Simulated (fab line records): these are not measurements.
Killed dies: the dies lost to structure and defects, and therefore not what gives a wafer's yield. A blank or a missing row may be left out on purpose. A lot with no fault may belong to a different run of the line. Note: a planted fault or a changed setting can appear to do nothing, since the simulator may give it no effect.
Matching of chambers :: flow n5Finfet :: N5_BEOL_M5_ETCH_67 on rieDiel-03: 3 sister chambers
The step etches SiARC in CF4, target depth 15.6 nm, time 26 s. 16 wafers are shown with their chamber, then 6 later ones without.

WAFERS PAIRED WITH THEIR CHAMBERS
wafer: L078.1
chamber: 3
drypumpMotorCurrentA (A): 6.5
showerheadPlenumPTorr (Torr): 2.16
throttleValvePct (%): 15.7

wafer: L078.4
chamber: 2
drypumpMotorCurrentA (A): 6.0
showerheadPlenumPTorr (Torr): 2.02
throttleValvePct (%): 15.4

wafer: L078.6
chamber: 0
drypumpMotorCurrentA (A): 5.2
showerheadPlenumPTorr (Torr): 2.11
throttleValvePct (%): 15.6

wafer: L079.2
chamber: 3
drypumpMotorCurrentA (A): 6.5
showerheadPlenumPTorr (Torr): 2.16
throttleValvePct (%): 15.7

wafer: L079.3
chamber: 0
drypumpMotorCurrentA (A): 5.2
showerheadPlenumPTorr (Torr): 2.11
throttleValvePct (%): 15.6

wafer: L079.4
chamber: 0
drypumpMotorCurrentA (A): 5.2
showerheadPlenumPTorr (Torr): 2.11
throttleValvePct (%): 15.6

wafer: L082.1
chamber: 0
drypumpMotorCurrentA (A): 5.2
showerheadPlenumPTorr (Torr): 2.11
throttleValvePct (%): 15.6

wafer: L082.3
chamber: 3
drypumpMotorCurrentA (A): 6.5
showerheadPlenumPTorr (Torr): 2.16
throttleValvePct (%): 15.7

wafer: L082.6
chamber: 0
drypumpMotorCurrentA (A): 5.2
showerheadPlenumPTorr (Torr): 2.11
throttleValvePct (%): 15.6

wafer: L086.3
chamber: 3
drypumpMotorCurrentA (A): 6.5
showerheadPlenumPTorr (Torr): 2.16
throttleValvePct (%): 15.8

wafer: L086.5
chamber: 3
drypumpMotorCurrentA (A): 6.5
showerheadPlenumPTorr (Torr): 2.16
throttleValvePct (%): 15.8

wafer: L086.6
chamber: 0
drypumpMotorCurrentA (A): 5.3
showerheadPlenumPTorr (Torr): 2.10
throttleValvePct (%): 15.6

wafer: L091.3
chamber: 3
drypumpMotorCurrentA (A): 6.5
showerheadPlenumPTorr (Torr): 2.15
throttleValvePct (%): 15.8

wafer: L091.4
chamber: 0
drypumpMotorCurrentA (A): 5.2
showerheadPlenumPTorr (Torr): 2.10
throttleValvePct (%): 15.6

wafer: L091.6
chamber: 2
drypumpMotorCurrentA (A): 6.0
showerheadPlenumPTorr (Torr): 2.02
throttleValvePct (%): 15.4

wafer: L092.3
chamber: 3
drypumpMotorCurrentA (A): 6.5
showerheadPlenumPTorr (Torr): 2.15
throttleValvePct (%): 15.8

SIGNATURES (averages over the wafers above)
reading: drypumpMotorCurrentA
chamber 0: 5.214
chamber 2: 6.000
chamber 3: 6.500
scatter within a chamber: 0.0257

reading: showerheadPlenumPTorr
chamber 0: 2.1071
chamber 2: 2.0200
chamber 3: 2.1571
scatter within a chamber: 0.00469

reading: throttleValvePct
chamber 0: 15.600
chamber 2: 15.400
chamber 3: 15.757
scatter within a chamber: 0.0363
Rule: a wafer lies at a distance from a chamber equal to the root of the sum of squares, over the readings, of (its reading less the chamber's mean, divided by the reading's scatter). The wafer belongs to the nearest chamber; if the next one is less than 2 further off, it can't be placed. How the scatter is found: for the shown wafers, subtract from each reading the mean of its chamber, square and add these, divide the total by (wafers less chambers), then take the root.

WAFERS WITH NO CHAMBER GIVEN
wafer: L092.5
drypumpMotorCurrentA (A): 6.5
showerheadPlenumPTorr (Torr): 2.15
throttleValvePct (%): 15.8

wafer: L093.1
drypumpMotorCurrentA (A): 5.3
showerheadPlenumPTorr (Torr): 2.10
throttleValvePct (%): 15.6

wafer: L093.3
drypumpMotorCurrentA (A): 6.5
showerheadPlenumPTorr (Torr): 2.15
throttleValvePct (%): 15.8

wafer: L093.6
drypumpMotorCurrentA (A): 5.2
showerheadPlenumPTorr (Torr): 2.10
throttleValvePct (%): 15.6

wafer: L097.2
drypumpMotorCurrentA (A): 6.4
showerheadPlenumPTorr (Torr): 2.15
throttleValvePct (%): 15.8

wafer: L097.6
drypumpMotorCurrentA (A): 6.0
showerheadPlenumPTorr (Torr): 2.26
throttleValvePct (%): 14.9

THE CHAMBER EACH PASSED THROUGH
wafer: L092.5
from the rows above: 3
in truth: 3

wafer: L093.1
from the rows above: 0
in truth: 0

wafer: L093.3
from the rows above: 3
in truth: 3

wafer: L093.6
from the rows above: 0
in truth: 0

wafer: L097.2
from the rows above: 3
in truth: 3

wafer: L097.6
from the rows above: 3
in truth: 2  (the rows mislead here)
Placed correctly: 5 of 6. From these rows, 0 cannot be placed. Number placed wrongly: 1.
